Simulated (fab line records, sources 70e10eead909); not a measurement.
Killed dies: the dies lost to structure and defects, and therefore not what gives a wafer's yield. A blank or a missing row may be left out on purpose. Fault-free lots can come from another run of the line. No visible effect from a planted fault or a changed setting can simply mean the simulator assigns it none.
Chamber matching -- flow nandHarc -- NHARC_A_BLC_ALD_23 on aldMetal-01: 4 sister chambers
The step deposits TiN, target thk 3 nm, pulse time 1 s, ald cycles 150. 8 wafers are shown with their chamber, then 9 later ones without.

== WAFERS, EACH WITH ITS CHAMBER ==
wafer,chamber,heaterPowerW (W),precursorPulseHeightRel
L076.1,3,949,1.019
L076.5,0,1162,0.989
L080.1,3,946,1.002
L080.4,0,1209,0.988
L080.6,2,1015,0.990
L085.1,1,1050,1.001
L085.5,1,1079,0.995
L085.6,2,1041,1.001

== WAFERS WITH NO CHAMBER GIVEN ==
wafer,heaterPowerW (W),precursorPulseHeightRel
L089.4,1011,1.009
L089.5,887,0.994
L089.6,1163,0.995
L095.3,901,1.006
L095.5,1152,0.977
L095.6,1086,1.000
L097.1,1119,1.038
L097.2,990,0.991
L097.6,906,0.999

== CHAMBER TAKEN BY EACH ==
wafer,from the rows above,in truth
L089.4,can't be placed: 2 or 1 or 3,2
L089.5,3,3
L089.6,0,0
L095.3,3,3
L095.5,0,0
L095.6,can't be placed: 1 or 2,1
L097.1,can't be placed: 1 or 2 or 0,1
L097.2,can't be placed: 2 or 3 or 1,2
L097.6,3,3
Correct placement for 5 of the 9. From these rows, 4 cannot be placed; in 4 the true chamber is one of the candidates. Placed wrongly: 0.
How it was worked out, from the rows above alone: a wafer's distance from a chamber is the root of the sum, over the readings, of the square of ((its reading less the chamber's mean) divided by the reading's scatter). The wafer belongs to the nearest chamber; if the next one is less than 2 further off, it can't be placed. A chamber's mean is the mean of its shown wafers. The scatter is the square root of a quotient: the sum, over the shown wafers, of each reading's squared deviation from its chamber's mean, divided by wafers minus chambers.
